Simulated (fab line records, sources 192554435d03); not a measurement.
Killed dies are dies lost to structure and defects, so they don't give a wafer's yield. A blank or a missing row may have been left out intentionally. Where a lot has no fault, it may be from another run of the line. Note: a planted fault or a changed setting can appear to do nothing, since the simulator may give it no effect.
fab line records	flow n5_finfet
[record] lots = 6	wafers = 18	last_day = 18
route steps=1938 shown BEOL_M1@778 BEOL_M4@1111 PASSIVATION@1936
lots that met no fault: taken from a fault-free run of the same line
start_h: hours from the record's opening day to when the first of the lot's shown wafers began	wait_h: hours since the lot's step before	" repeats the value in the row above	L1.1+2: a single row standing in for several wafers	- either no value or no given start	* or withheld: withheld	< > ~ a bound
route shown NAME@n: NAME is a module with steps in the file, n the number in the route of the first one	usual: mean/standard deviation taken from wafers without a fault	same: alike in all rows	chamber/n: place in a boat	sites: each site's reading	_std_site: how widely they spread, as a standard deviation	_edge_site: outer sites' mean less inner sites'	radius_mm: for every site, how far away it sits from the centre of the wafer	mask NAME#n: copy n	behind: tool/chamber where the wafer was last shaped	hold: why the lot went on hold/how many hours it stayed there/how the hold came to an end	device: which transistor (n, p or np) failed to switch	end of line: tests run on the same wafers once the route is complete	a step given without rows: its recipe and nothing more	killed: at the first sort, the dies lost to defects and structure; wafer yield is something else	map: shows each die of a wafer: x if killed, . if not, _ if none is there
set.NAME: the run value of the setting; set.NAME@STEP: its run value at that earlier step	model.NAME: the simulator's own value behind a step, which no gauge read
lots at some steps of the route; a table a step, a row a wafer
services: a tool's chamber out of use, with start hour (start_h, from the record's first day; less than 0 if before it), hours out, and reason
[[steps]]
[step N5_BEOL_M1_COAT_68]
[recipe] resist = SiARC	temp_c = 220	time_s = 60	spin_rpm = 1500	resist_thk_nm = 12
[step N5_BEOL_M1_COAT_76]
[recipe] resist = underlayer	temp_c = 205	time_s = 60	spin_rpm = 1500	resist_thk_nm = 5
[step N5_BEOL_M1_COAT_22]
[recipe] resist = CAR-EUV	spin_rpm = 1500	resist_thk_nm = 30
[step N5_BEOL_M1_EBR_24]
[recipe] solvent = PGMEA	ebr_width_mm = 1.5
[step N5_BEOL_M1_SOFTBAKE_23]
[recipe] temp_c = 110	time_s = 60	resist = CAR-EUV
[step N5_BEOL_M1_EXPOSE_25]
[recipe] mask_id = V0	na = 0.33	source_shape = quasar	sigma_inner = 0.2	sigma_outer = 0.8	polarization = unpolarized	defocus_nm = 5	target_cd_nm = 24	dose_mj = 63
[step N5_BEOL_M1_PEB_26]
[recipe] peb_temp_c = 100	peb_time_s = 60	resist = CAR-EUV
[step N5_BEOL_M1_DEVELOP_27]
[recipe] develop_time_s = 30	developer = TMAH	resist = CAR-EUV	rinse_liquid = surfactant_rinse	dry = air_spin	dev_temp_c = 23
[step N5_BEOL_M1_CD_MEAS_28]
[recipe] landing_energy_ev = 500	detector = se_inlens	target_cd_y_nm = 23.3
[usual] cd_nm = 24.03/0.27
lot.wafer	tool	chamber	start_h	wait_h	cd_nm
L800.1	cd_sem-02	0	153.96	-	24.02
L800.2	"	0	"	"	23.48
L800.5	"	0	"	"	23.79
L801.2	cd_sem-01	0	162.79	-	24.18
L801.3	"	0	"	"	24.39
L801.6	"	0	"	"	24.51
L808.1	cd_sem-02	0	204.57	-	23.89
L808.3	"	0	"	"	24.01
L808.4	"	0	"	"	23.82
L809.1	cd_sem-03	0	208.73	-	24.27
L809.2	"	0	"	"	24.53
L809.5	"	0	"	"	24.11
L816.2	cd_sem-03	0	254.23	-	24.33
L816.4	"	0	"	"	23.72
L816.6	"	0	"	"	24.26
L818.1	cd_sem-02	0	266.70	-	24.68
L818.3	"	0	"	"	23.66
L818.5	"	0	"	"	24.37
[step N5_BEOL_M1_OVL_MEAS_29]
[recipe] points_per_wafer = 522
[usual] V0_OVL = 0.0/0.69
lot.wafer	tool	chamber	start_h	wait_h	V0_OVL[nm]
L800.1	overlay-02	0	153.99	0.0	0.1
L800.2	"	0	"	"	0.5
L800.5	"	0	"	"	0.3
L801.2	overlay-02	0	162.82	0.0	-0.5
L801.3	"	0	"	"	0.6
L801.6	"	0	"	"	-0.6
L808.1	overlay-02	0	204.60	0.0	1.4
L808.3	"	0	"	"	0.7
L808.4	"	0	"	"	0.1
L809.1	overlay-02	0	208.76	0.0	-0.2
L809.2	"	0	"	"	0.3
L809.5	"	0	"	"	-1.3
L816.2	overlay-01	0	254.27	0.0	-1.0
L816.4	"	0	"	"	-0.4
L816.6	"	0	"	"	-0.3
L818.1	overlay-01	0	266.73	0.0	1.4
L818.3	"	0	"	"	1.0
L818.5	"	0	"	"	-0.2
[step N5_BEOL_M1_INSPECT_30]
[recipe] mode = adi	inspect_instrument = brightfield
[usual] raw_defect_count = 435/92
lot.wafer	tool	chamber	start_h	wait_h	raw_defect_count
L800.1	defect_inspect-02	-	154.04	0.1	407
L800.2	"	-	"	"	425
L800.5	"	-	"	"	446
L801.2	defect_inspect-02	-	162.87	0.0	421
L801.3	"	-	"	"	401
L801.6	"	-	"	"	495
L808.1	defect_inspect-01	-	204.65	0.1	644
L808.3	"	-	"	"	441
L808.4	"	-	"	"	391
L809.1	defect_inspect-01	-	208.82	0.1	514
L809.2	"	-	"	"	499
L809.5	"	-	"	"	527
L816.2	defect_inspect-02	-	254.32	0.0	578
L816.4	"	-	"	"	468
L816.6	"	-	"	"	688
L818.1	defect_inspect-02	-	266.79	0.1	357
L818.3	"	-	"	"	335
L818.5	"	-	"	"	360
[step N5_BEOL_M1_DESCUM_33]
[recipe] chemistry = O2	time_s = 7	source_power_w = 50	bias_power_w = 20	pressure_mtorr = 20	rf_frequency_hz = 2.712e+07	temp_c = 40	resist = CAR-EUV	o2_flow_sccm = 225
[usual] drypump_motor_current_A = 5.8/0.43	oes_product_au = 0.77/0.078	rf_vpp_V = 243.1/1.3	showerhead_plenum_p_Torr = 2.09/0.068	throttle_valve_pct = 20.42/0.26
lot.wafer	tool	chamber	start_h	wait_h	drypump_motor_current_A	oes_product_au	rf_hours_counter_h	rf_vpp_V	showerhead_plenum_p_Torr	throttle_valve_pct
L800.1	rie_diel-01	0	154.08	0.0	5.4	0.80	79	244.4	2.13	20.78
L800.2	"	3	"	"	5.9	0.83	97	245.5	2.21	20.45
L800.5	"	2	"	"	5.6	0.72	-	243.3	2.06	20.02
L801.2	rie_diel-01	2	162.91	0.0	5.6	0.72	179	243.8	2.06	20.02
L801.3	"	3	"	"	5.9	0.82	100	245.1	2.21	20.45
L801.6	"	2	"	"	5.6	0.72	-	243.1	2.06	20.02
L808.1	rie_diel-01	3	204.69	0.0	5.9	0.81	108	243.6	2.21	20.48
L808.3	"	2	"	"	5.6	0.72	188	243.1	2.06	20.05
L808.4	"	1	"	"	6.5	0.86	40	241.6	2.04	20.27
L809.1	rie_diel-01	1	208.85	0.0	6.4	0.87	42	240.4	2.04	20.27
L809.2	"	2	"	"	5.6	0.72	190	242.1	2.06	20.05
L809.5	"	1	"	"	6.5	0.87	-	243.0	2.04	20.27
L816.2	rie_diel-06	2	254.35	0.0	5.2	0.70	217	243.5	2.15	20.66
L816.4	"	2	"	"	5.2	0.70	-	243.1	2.15	20.67
L816.6	"	3	"	"	5.5	0.85	-	244.6	2.12	20.20
L818.1	rie_diel-01	0	266.83	0.0	5.4	0.77	109	241.8	2.12	20.83
L818.3	"	2	"	"	5.6	0.70	208	243.7	2.05	20.07
L818.5	"	2	"	"	5.6	0.70	-	243.4	2.05	20.08
[step N5_BEOL_M1_ETCH_77]
[recipe] chemistry = N2/H2	target = underlayer	target_depth_a = 65	mask_material = CAR-EUV	time_s = 5.2	ion_energy_ev = 200	pressure_mtorr = 30	source_w = 840	bias_w = 150	n2_flow_sccm = 200	h2_flow_sccm = 200	ends = cleared
[usual] bias_w = 150.0/0.42	chamber_pressure_mTorr = 30.00/0.039	drypump_motor_current_A = 5.8/0.43	etch_rf_on_time_s = 5.20/0.13	oes_product_au = 0.65/0.068	rf_vpp_V = 523.7/2.5	showerhead_plenum_p_Torr = 2.54/0.076	throttle_valve_pct = 17.83/0.21
lot.wafer	tool	chamber	start_h	wait_h	bias_w	chamber_pressure_mTorr	drypump_motor_current_A	etch_rf_on_time_s	oes_product_au	rf_hours_counter_h	rf_vpp_V	showerhead_plenum_p_Torr	throttle_valve_pct	model.CAR-EUV_of_BEOL_M1_COAT_22.thk_nm
L800.1	rie_diel-01	0	154.11	0.0	149.5	29.99	5.4	5.09	0.69	79	522.9	2.55	17.91	20.2
L800.2	"	3	"	"	149.6	30.04	5.9	5.15	0.70	97	527.5	2.65	17.64	20.2
L800.5	"	2	"	"	150.0	30.03	5.6	5.22	0.63	-	523.7	2.54	17.85	20.2
L801.2	rie_diel-01	2	162.94	0.0	150.2	30.04	5.6	5.20	0.61	179	524.7	2.54	17.81	20.4
L801.3	"	3	"	"	149.1	29.98	5.9	5.19	0.72	100	526.7	2.65	17.61	20.6
L801.6	"	2	"	"	150.1	30.01	5.6	5.13	0.63	-	523.3	2.54	17.82	20.4
L808.1	rie_diel-01	3	204.72	0.0	-	-	-	-	-	-	-	-	-	26.2
L808.3	"	2	"	"	-	-	-	-	-	-	-	-	-	26
L808.4	"	1	"	"	-	-	-	-	-	-	-	-	-	26.2
L809.1	rie_diel-01	1	208.89	0.0	-	-	-	-	-	-	-	-	-	26
L809.2	"	2	"	"	-	-	-	-	-	-	-	-	-	26
L809.5	"	1	"	"	-	-	-	-	-	-	-	-	-	26
L816.2	rie_diel-06	2	254.39	0.0	149.8	29.97	5.2	5.17	0.59	217	527.4	2.63	18.20	20.4
L816.4	"	2	"	"	150.1	30.03	5.2	5.17	0.59	-	526.5	2.63	18.20	20.6
L816.6	"	3	"	"	149.5	30.00	5.6	5.01	0.71	-	522.1	2.56	17.58	20.6
L818.1	rie_diel-01	0	266.86	0.0	148.6	30.08	5.4	5.15	0.66	109	523.3	2.54	17.98	20.6
L818.3	"	2	"	"	150.3	29.94	5.6	5.23	0.60	208	522.5	2.53	17.89	20.2
L818.5	"	2	"	"	150.3	30.06	5.6	5.22	0.60	-	523.9	2.53	17.90	20.4
[step N5_BEOL_M1_ETCH_69]
[recipe] chemistry = CF4	target = SiARC	target_depth_a = 156	mask_material = CAR-EUV	time_s = 26	ion_energy_ev = 80	pressure_mtorr = 40	source_w = 545	bias_w = 36	Ar_flow_sccm = 100	cf4_flow_sccm = 100	ends = cleared
[usual] bias_w = 36.01/0.11	cf4_flow_sccm = 100.0/0.31	drypump_motor_current_A = 5.8/0.43	etch_rf_on_time_s = 26.0/0.55	oes_product_au = 0.66/0.067	rf_vpp_V = 184.1/1	showerhead_plenum_p_Torr = 2.14/0.063	throttle_valve_pct = 15.60/0.24
lot.wafer	tool	chamber	start_h	wait_h	bias_w	cf4_flow_sccm	drypump_motor_current_A	etch_rf_on_time_s	oes_product_au	rf_hours_counter_h	rf_vpp_V	showerhead_plenum_p_Torr	throttle_valve_pct
L800.1	rie_diel-01	0	154.13	0.0	36.07	100.2	5.4	25.5	0.69	79	184.6	2.17	15.84
L800.2	"	3	"	"	35.88	99.8	5.9	25.7	0.71	97	185.1	2.25	15.52
L800.5	"	2	"	"	36.15	100.2	5.6	25.7	0.63	-	184.4	2.14	15.42
L801.2	rie_diel-01	2	162.96	0.0	36.07	100.1	5.6	26.1	0.62	179	185.3	2.14	15.42
L801.3	"	3	"	"	35.70	100.1	5.9	26.3	0.70	100	185.2	2.25	15.51
L801.6	"	2	"	"	36.05	100.2	5.6	26.2	0.62	-	183.8	2.14	15.43
L808.1	rie_diel-01	3	204.74	0.0	35.93	100.1	5.9	26.0	0.70	108	186.4	2.24	15.55
L808.3	"	2	"	"	36.08	99.8	5.6	25.9	0.62	188	183.4	2.13	15.45
L808.4	"	1	"	"	36.10	100.2	6.4	26.4	0.74	40	182.7	2.11	15.45
L809.1	rie_diel-01	1	208.90	0.0	35.93	100.1	6.4	26.2	0.74	42	183.5	2.10	15.45
L809.2	"	2	"	"	36.21	100.6	5.6	25.6	0.62	190	183.9	2.13	15.45
L809.5	"	1	"	"	35.74	100.4	6.5	26.4	0.74	-	183.5	2.10	15.44
L816.2	rie_diel-06	2	254.40	0.0	35.88	99.9	5.2	25.8	0.60	217	186.0	2.21	15.96
L816.4	"	2	"	"	36.00	99.8	5.2	25.9	0.60	-	184.4	2.21	15.95
L816.6	"	3	"	"	35.91	100.5	5.5	25.0	0.73	-	186.4	2.17	15.37
L818.1	rie_diel-01	0	266.88	0.0	36.16	100.1	5.3	25.8	0.66	109	184.8	2.16	15.89
L818.3	"	2	"	"	36.09	100.2	5.6	26.0	0.61	208	185.4	2.13	15.49
L818.5	"	2	"	"	36.13	99.3	5.6	25.9	0.60	-	182.7	2.13	15.49
[step N5_BEOL_M1_ALD_98]
[recipe] material = SiO2	target_thk_a = 25	temp_c = 100	ald_precursor_family = BDEAS	ald_co_reactant = O2-plasma	pulse_time_s = 1	co_reactant_pulse_time_s = 1	purge_time_s = 2	co_reactant_purge_time_s = 2	ald_cycles = 17	pressure_torr = 2
[usual] heater_power_w = 81/9	precursor_pulse_height_rel = 1.000/0.019
[same] purge_time_s = 2
lot.wafer	tool	chamber	start_h	wait_h	heater_power_w	precursor_pulse_height_rel
L800.1	ald_sin-02	0	154.93	0.8	76	0.972
L800.2	"	2	"	"	80	0.994
L800.5	"	1	"	"	67	0.988
L801.2	ald_sin-03	2	163.04	0.1	89	1.014
L801.3	"	3	"	"	78	1.004
L801.6	"	0	"	"	71	0.994
L808.1	ald_sin-02	0	204.82	0.1	73	1.006
L808.3	"	1	"	"	69	0.966
L808.4	"	3	"	"	87	1.005
L809.1	ald_sin-02	3	208.99	0.1	85	1.018
L809.2	"	1	"	"	69	0.979
L809.5	"	0	"	"	74	0.996
L816.2	ald_sin-03	2	254.49	0.1	89	1.016
L816.4	"	0	"	"	74	0.982
L816.6	"	2	"	"	87	0.989
L818.1	ald_sin-02	1	266.96	0.1	69	1.006
L818.3	"	2	"	"	79	0.994
L818.5	"	2	"	"	80	0.996
[step N5_BEOL_M1_ETCHBACK_99]
[recipe] chemistry = CHF3	target = SiO2	target_depth_a = 50	time_s = 10.4	source_w = 215	bias_w = 47	Ar_flow_sccm = 200	CHF3_flow_sccm = 12	ion_energy_ev = 100	pressure_mtorr = 30
[usual] drypump_motor_current_A = 5.7/0.41	oes_product_au = 0.77/0.083	rf_vpp_V = 239/3.4	showerhead_plenum_p_Torr = 2.15/0.062	throttle_valve_pct = 17.06/0.23
lot.wafer	tool	chamber	start_h	wait_h	drypump_motor_current_A	oes_product_au	rf_hours_counter_h	rf_vpp_V	showerhead_plenum_p_Torr	throttle_valve_pct	model.CAR-EUV_of_BEOL_M1_COAT_22.thk_nm
L800.1	rie_diel-01	2	156.15	1.2	5.6	0.73	177	240	2.15	16.88	10.4
L800.2	"	1	"	"	6.4	0.89	29	243	2.12	16.93	10.4
L800.5	"	1	"	"	6.5	0.89	-	242	2.12	16.93	10.4
L801.2	rie_diel-06	2	171.71	8.6	5.2	0.72	185	243	2.25	17.39	10.4
L801.3	"	0	"	"	5.9	0.68	248	237	2.11	17.15	10.6
L801.6	"	1	"	"	5.5	0.67	-	245	2.13	17.10	10.4
L808.1	rie_diel-02	1	207.72	2.9	5.2	0.75	169	232	2.06	16.79	16.2
L808.3	"	3	"	"	6.4	0.66	232	234	2.12	17.16	16.2
L808.4	"	2	"	"	5.8	0.72	200	237	2.20	17.12	16.4
L809.1	rie_diel-02	3	212.39	3.4	6.4	0.66	234	236	2.12	17.16	16.2
L809.2	"	1	"	"	5.2	0.75	171	234	2.06	16.76	16
L809.5	"	0	"	"	5.9	0.68	-	242	2.04	17.70	16.2
L816.2	rie_diel-01	1	264.80	10.3	6.4	0.85	60	244	2.11	16.99	10.6
L816.4	"	2	"	"	5.6	0.71	207	240	2.14	16.94	10.6
L816.6	"	3	"	"	5.9	0.80	-	238	2.24	16.96	10.6
L818.1	rie_diel-01	0	268.97	2.0	5.4	0.77	110	242	2.17	17.36	10.6
L818.3	"	3	"	"	5.9	0.79	128	240	2.24	16.98	10.4
L818.5	"	2	"	"	5.6	0.71	-	238	2.14	16.96	10.4
[step N5_BEOL_M1_ETCH_70]
[recipe] chemistry = N2/H2	target = SOC	target_depth_a = 800	overetch_a = 160	mask_material = SiARC	temp_c = 40	time_s = 120	ion_energy_ev = 200	pressure_mtorr = 30	source_w = 840	bias_w = 150	n2_flow_sccm = 200	h2_flow_sccm = 200
[usual] bias_w = 150.1/0.43	chamber_pressure_mTorr = 30.00/0.031	drypump_motor_current_A = 5.7/0.41	oes_product_au = 0.59/0.061	rf_vpp_V = 523.9/2.3	showerhead_plenum_p_Torr = 2.54/0.077	throttle_valve_pct = 17.79/0.21
lot.wafer	tool	chamber	start_h	wait_h	bias_w	chamber_pressure_mTorr	drypump_motor_current_A	oes_product_au	rf_hours_counter_h	rf_vpp_V	showerhead_plenum_p_Torr	throttle_valve_pct
L800.1	rie_diel-01	2	156.19	0.0	149.7	30.03	5.6	0.56	177	521.6	2.55	17.78
L800.2	"	1	"	"	149.8	30.03	6.4	0.69	29	521.1	2.48	17.56
L800.5	"	1	"	"	150.0	29.98	6.4	0.69	-	522.3	2.48	17.56
L801.2	rie_diel-06	2	171.74	0.0	150.7	29.96	5.2	0.55	185	525.5	2.65	18.10
L801.3	"	0	"	"	150.6	29.98	6.0	0.53	248	522.0	2.49	17.98
L801.6	"	1	"	"	150.5	29.98	5.5	0.52	-	521.7	2.52	17.87
L808.1	rie_diel-02	1	207.76	0.0	150.5	29.97	5.2	0.58	169	520.5	2.44	17.60
L808.3	"	3	"	"	149.7	30.01	6.4	0.51	232	523.3	2.49	17.83
L808.4	"	2	"	"	150.2	29.97	5.8	0.55	200	526.0	2.64	18.03
L809.1	rie_diel-02	3	212.43	0.0	150.2	30.21	6.4	0.52	234	523.6	2.49	17.84
L809.2	"	1	"	"	150.0	29.97	5.2	0.58	171	520.2	2.44	17.59
L809.5	"	0	"	"	150.4	30.00	5.9	0.52	-	518.6	2.39	18.21
L816.2	rie_diel-01	1	264.84	0.0	150.0	29.98	6.5	0.65	60	522.7	2.47	17.62
L816.4	"	2	"	"	150.6	30.00	5.6	0.55	207	522.4	2.53	17.84
L816.6	"	3	"	"	149.5	29.98	5.9	0.62	-	527.6	2.64	17.61
L818.1	rie_diel-01	0	269.01	0.0	150.8	30.02	5.4	0.59	110	523.1	2.54	17.92
L818.3	"	3	"	"	150.1	29.99	5.9	0.61	128	526.8	2.63	17.62
L818.5	"	2	"	"	150.0	30.03	5.6	0.54	-	524.0	2.53	17.85
[step N5_BEOL_M4_RC_MEAS_101]
[usual] DIBL_N = 36.5/1.8	DIBL_P = 36.5/2.1	IOFF_N = 0.17/0.031	IOFF_P = 0.22/0.036	ION_N = 677/11	ION_P = 463/8	SS_N = 71.6/0.61	SS_P = 73.3/0.63	VT_N = 249/3.1	VT_P = -250/3.3
lot.wafer	tool	chamber	start_h	wait_h	DIBL_N[mV/V]	DIBL_P[mV/V]	IOFF_N[nA/um]	IOFF_P[nA/um]	ION_N[uA/um]	ION_P[uA/um]	SS_N[mV/dec]	SS_P[mV/dec]	VT_N[mV]	VT_P[mV]
L800.1	prober-01	0	201.93	0.0	35.5	35.4	0.14	0.20	675	466	70.5	72.9	250	-250
L800.2	"	0	"	"	35.4	34.3	0.14	0.20	667	468	71.3	72.9	249	-248
L800.5	"	0	"	"	36.8	37.7	0.18	0.24	687	473	72.2	73.5	247	-247
L801.2	prober-02	0	212.41	0.2	38.8	40.8	0.22	0.30	697	477	72.2	74.5	243	-243
L801.3	"	0	"	"	34.9	35.1	0.14	0.18	677	463	71.1	72.5	252	-249
L801.6	"	0	"	"	36.1	37.0	0.16	0.21	683	469	71.5	73.2	248	-251
L808.1	prober-02	0	247.44	0.0	38.2	39.1	0.18	0.22	683	463	71.7	74.0	247	-251
L808.3	"	0	"	"	36.5	37.7	0.17	0.20	686	466	71.3	72.8	247	-253
L808.4	"	0	"	"	37.4	38.5	0.19	0.22	699	468	71.8	74.9	246	-252
L809.1	prober-01	0	252.62	0.0	36.0	36.4	0.15	0.22	666	460	71.2	73.4	252	-247
L809.2	"	0	"	"	36.3	36.3	0.17	0.22	682	470	72.2	73.4	247	-248
L809.5	"	0	"	"	35.3	34.5	0.14	0.19	659	458	71.3	72.6	250	-250
L816.2	prober-02	0	309.22	0.2	34.6	35.8	0.16	0.22	682	470	71.6	72.5	250	-248
L816.4	"	0	"	"	32.1	32.2	0.11	0.17	672	471	70.5	72.7	251	-250
L816.6	"	0	"	"	32.7	32.7	0.12	0.18	651	462	70.2	72.6	252	-247
L818.1	prober-01	0	335.04	0.0	37.1	36.0	0.16	0.22	670	465	72.0	72.9	251	-249
L818.3	"	0	"	"	36.2	33.9	0.13	0.18	651	451	72.0	72.9	257	-254
L818.5	"	0	"	"	37.2	35.9	0.16	0.22	662	454	71.3	73.5	252	-250
[step N5_PASSIVATION_PROBE_49]
[usual] defect_limited_yield = 91.4/1.5	killed_at_M0_to_M3 = 35/11	killed_at_M4_up = 16/7	killed_at_contacts = 11/5.3	killed_at_front_end = 37/11	killed_at_other = 3.1/2.8	killed_dies = 102/18	killed_open = 69/15	killed_short = 31/7.8	sort_bin_5_function = 5.1/1.1	sort_bin_6_memory = 3.2/0.69	sort_bin_8_speed = 0.00/0.016	sort_n_pass = 1078/18	sort_yield_pct = 91.4/1.5
[same] gross_dies = 1180	killed_at_back_side = 0	sort_bin_4_leakage[%] = 0
lot.wafer	tool	chamber	start_h	wait_h	defect_limited_yield[%]	killed_at_M0_to_M3	killed_at_M4_up	killed_at_contacts	killed_at_front_end	killed_at_other	killed_dies	killed_open	killed_short	sort_bin_5_function[%]	sort_bin_6_memory[%]	sort_bin_8_speed[%]	sort_n_pass	sort_yield_pct[%]
L800.1	prober-01	-	303.19	0.0	93.0	14	27	10	31	1	83	54	26	4.7	2.0	0	1097	93.0
L800.2	prober-01	-	303.24	0.1	91.1	23	23	13	41	5	105	72	30	5.5	3.2	0	1075	91.1
L800.5	prober-01	-	303.39	0.2	92.1	35	17	9	32	0	93	70	22	5.7	2.0	0	1087	92.1
L816.2	prober-01	-	425.03	0.1	91.2	26	22	11	44	1	104	75	28	4.6	4.2	0	1076	91.2
L816.4	prober-01	-	425.13	0.2	90.5	25	15	13	57	2	112	86	25	6.0	3.1	0	1068	90.5
L816.6	prober-01	-	425.23	0.3	90.2	30	16	15	51	4	116	78	38	6.1	3.3	0	1064	90.2
// killed by level:class
L800.1 MOL_CONTACT_COAG:geometric_particle:open=8 BEOL_M5:geometric_particle:open=7 STI_FIN_REVEAL:geometric_particle:open=6 BEOL_M4:geometric_particle:open=6 GATE_CUT:geometric_particle:short=4 BEOL_M2:geometric_particle:open=4 BEOL_M7:geometric_particle:open=4 STARTING-WAFER:geometric_particle:open=4
L800.2 FIN_SAQP:geometric_particle:open=11 MOL_CONTACT_COAG:geometric_particle:open=11 BEOL_M4:geometric_particle:open=10 BEOL_M0_SAQP:geometric_particle:open=9 STI_FIN_REVEAL:geometric_particle:open=7 STI_FIN_REVEAL:geometric_particle:short=4 BEOL_M3:geometric_particle:short=4 ILD0:geometric_particle:short=3
L800.5 BEOL_M1:geometric_particle:open=15 STI_FIN_REVEAL:geometric_particle:open=11 BEOL_M0_SAQP:geometric_particle:open=10 MOL_CONTACT_COAG:geometric_particle:open=7 BEOL_M4:geometric_particle:open=6 BEOL_M1:geometric_particle:short=5 FIN_SAQP:geometric_particle:open=3 FIN_SAQP:geometric_particle:short=3
L816.2 STI_FIN_REVEAL:geometric_particle:open=12 MOL_CONTACT_COAG:geometric_particle:open=10 FIN_SAQP:geometric_particle:open=8 BEOL_M0_SAQP:geometric_particle:short=7 BEOL_M0_SAQP:geometric_particle:open=6 BEOL_M4:geometric_particle:open=6 BEOL_M5:geometric_particle:open=6 FIN_SAQP:geometric_particle:short=5
L816.4 FIN_SAQP:geometric_particle:open=22 MOL_CONTACT_COAG:geometric_particle:open=12 STI_FIN_REVEAL:geometric_particle:open=11 BEOL_M2:geometric_particle:open=9 BEOL_M0_SAQP:geometric_particle:open=8 DUMMY_GATE:geometric_particle:open=5 STI_FIN_REVEAL:geometric_particle:short=4 ILD0:geometric_particle:short=4
L816.6 STI_FIN_REVEAL:geometric_particle:open=16 BEOL_M0_SAQP:geometric_particle:short=16 MOL_CONTACT_COAG:geometric_particle:open=14 FIN_SAQP:geometric_particle:open=9 FIN_SAQP:geometric_particle:short=8 BEOL_M0_SAQP:geometric_particle:open=5 STI_FIN_REVEAL:geometric_particle:short=4 BEOL_M1:geometric_particle:open=4
[[services]]
tool	chamber	start_h	hours	kind
ald_sin-03	-	130.20	1.2	repair
ald_sin-02	3	158.10	10.5	repair
rie_diel-06	2	162.47	4.1	repair
rie_diel-01	-	165.45	15.6	pm
ald_sin-03	1	166.43	8.9	repair
ald_sin-02	2	171.21	14.8	repair
rie_diel-06	0	175.79	-	clean
rie_diel-06	0	175.79	-	consumable_replace:focus_ring
rie_diel-06	0	175.79	25.3	scheduled_down
rie_diel-06	0	175.79	25.3	vent_cycle
rie_diel-06	1	206.38	-	clean
rie_diel-06	1	206.38	-	consumable_replace:focus_ring
rie_diel-06	1	206.38	20.7	scheduled_down
rie_diel-06	1	206.38	20.7	vent_cycle
ald_sin-03	1	217.86	2.9	repair
rie_diel-02	0	230.12	-	clean
rie_diel-02	0	230.12	-	consumable_replace:focus_ring
rie_diel-02	0	230.12	-	consumable_replace:showerhead
rie_diel-02	0	230.12	22.2	scheduled_down
rie_diel-02	0	230.12	22.2	vent_cycle
ald_sin-02	2	247.51	6.3	repair
rie_diel-06	1	250.77	15.2	repair
rie_diel-02	3	253.91	-	clean
ald_sin-03	-	268.25	14.0	pm
[[key]]
[first_sign] step = N5_BEOL_M1_ETCH_77	reading = tool_record	direction = missing
effect none on later readings
[model_effect] step = N5_BEOL_M1_ETCH_77	value = CAR-EUV_of_BEOL_M1_COAT_22.thk_nm	without = 20.33	struck = 26.07
[model_effect] step = N5_BEOL_M1_ETCHBACK_99	value = CAR-EUV_of_BEOL_M1_COAT_22.thk_nm	without = 10.4	struck = 16.2
met_at N5_BEOL_M1_ETCH_77
struck_wafers L808.1,L808.3,L808.4,L809.1,L809.2,L809.5
onset_between 162.94 204.72
[fault] kind = skipped_step_whole	tool = rie_diel-01	chamber = -	onset_h = 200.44	steps = N5_BEOL_M1_ETCH_77	scope = struck_lots_only
